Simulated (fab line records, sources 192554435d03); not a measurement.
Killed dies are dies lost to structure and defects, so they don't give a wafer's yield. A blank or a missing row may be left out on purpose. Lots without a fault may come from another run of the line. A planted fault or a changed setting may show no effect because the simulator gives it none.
A struck lot beside a sound one | flow n5_finfet | 18 steps out of a route of 1938
Sound: wafers L148.1, L148.3, L148.5. Struck: wafer L146.3. (L146.1 of the same lot was not struck and is left out.) The cause comes at the end.
At each step with rows: each side's tool, then ch and its chambers, then its first start. Under that, the readings that differ: sound wafers | struck wafers | difference of the means | sigmas: that difference in standard deviations of wafers without a fault.
alike: readings whose means differ by less than 2 such deviations, and words and numbers that are the same on both sides. not compared: withheld readings, readings that some wafer has no value for, bounds like >300 that may hide the same value, and numbers for which the record gives no deviation and whose values overlap.
The two part at a step that has a row with sigmas, a row that says differs or no value, or rows on one side only. Numbers that don't overlap but have no deviation are shown without sigmas and don't part them. A reading that every wafer of one side lacks parts them only if that side has two wafers or more.

N5_BEOL_M1_ANNEAL_82: time 240 s.
  sound on pvd_sputter-01, day 10 15:23; struck on pvd_sputter-02, day 10 10:14
  alike: heater_power_w
then, 1 step without rows for these wafers: N5_BEOL_M1_SPUTTER_86 (material Cu, target thk 4.5 nm, time 8.29 s).
N5_BEOL_M1_ANNEAL_87: time 240 s.
  sound on pvd_sputter-01, day 10 15:37; struck on pvd_sputter-02, day 10 10:27
  alike: heater_power_w
then, 2 steps without rows for these wafers: N5_BEOL_M1_SPUTTER_88 (material Cu, target thk 4.5 nm, time 8.29 s); N5_BEOL_M1_ANNEAL_89 (time 240 s).
N5_BEOL_M1_SPUTTER_90: material Cu, target thk 4.5 nm, time 8.29 s.
  sound on pvd_sputter-01, day 10 15:58; struck on pvd_sputter-02, day 10 10:49
  alike: throttle_valve_pct
then, 2 steps without rows for these wafers: N5_BEOL_M1_ANNEAL_91 (time 240 s); N5_BEOL_M1_SPUTTER_92 (material Cu, target thk 4.5 nm, time 8.29 s).
N5_BEOL_M1_ANNEAL_93: time 240 s.
  sound on pvd_sputter-01, day 10 16:16; struck on pvd_sputter-02, day 10 11:07
  alike: heater_power_w
then, 3 steps without rows for these wafers: N5_BEOL_M1_SPUTTER_94 (material Cu, target thk 4.5 nm, time 8.29 s); N5_BEOL_M1_ANNEAL_95 (time 240 s); N5_BEOL_M1_SPUTTER_96 (material Cu, target thk 4.5 nm, time 8.29 s).
N5_BEOL_M1_ECD_50: material Cu, target thk 300 nm.
  sound on ecd_cu-01 ch 0,1, day 10 16:45; struck on ecd_cu-02 ch 0, day 10 11:35
  reading                                | sound           | struck | difference | sigmas
  model.Cu_of_BEOL_M1_ECD_50.thk_nm (nm) | 300.8 297 298.6 | 209.8  | -89.0      |
N5_BEOL_M1_ANNEAL_51: time 90 s.
  sound on rtp_anneal-01 ch 0, day 10 16:50; struck on rtp_anneal-02 ch 0, day 10 11:40
  alike: wafer_temp_C_max
N5_BEOL_M1_CMP_52: polishes, stops on SiOC, t overpolish 6.8 s, target thk 40 nm.
  sound on cmp-04 ch 0,3, day 10 17:10; struck on cmp-02 ch 3, day 10 12:02
  reading                | sound    | struck | difference | sigmas
  time_to_endpoint_s (s) | 59 58 56 | 47     | -11        | -2
  alike: head_pressure_psi, motor_current_A, platen_rpm
N5_BEOL_M1_THK_MEAS_53: measures by xrf.
  sound on film_metro-01, day 10 17:25; struck on film_metro-02, day 10 12:16
  alike: M1_THK
N5_BEOL_M4_RC_MEAS_101:
  sound on prober-01 ch 0, day 12 05:49; struck on prober-02 ch 0, day 11 20:39
  reading       | sound       | struck | difference | sigmas
  ION_P (uA/um) | 451 462 465 | 440    | -19        | -2
  alike: DIBL_N, DIBL_P, IOFF_N, IOFF_P, ION_N, SS_N, SS_P, VT_N, VT_P
-- the record jumps here: 5 days lie between the struck wafers' starts before and after (it left off in module BEOL_M4 and takes up again in module PASSIVATION, whose first step shown is number 1936 of the route) --
N5_PASSIVATION_PROBE_49:
  sound on prober-01, day 16 19:37; struck on prober-02, day 16 14:58
  alike: defect_limited_yield, killed_at_M0_to_M3, killed_at_M4_up, killed_at_contacts, killed_at_front_end, killed_at_other, killed_dies, killed_open, killed_short, sort_bin_5_function, sort_bin_6_memory, sort_bin_8_speed, sort_n_pass, sort_yield_pct

WHERE THEY PART
First at N5_BEOL_M1_CMP_52; last, within this record, at N5_BEOL_M4_RC_MEAS_101. Later steps at which nothing parts them and some readings are alike: N5_PASSIVATION_PROBE_49.

WHY: what the simulator had put in
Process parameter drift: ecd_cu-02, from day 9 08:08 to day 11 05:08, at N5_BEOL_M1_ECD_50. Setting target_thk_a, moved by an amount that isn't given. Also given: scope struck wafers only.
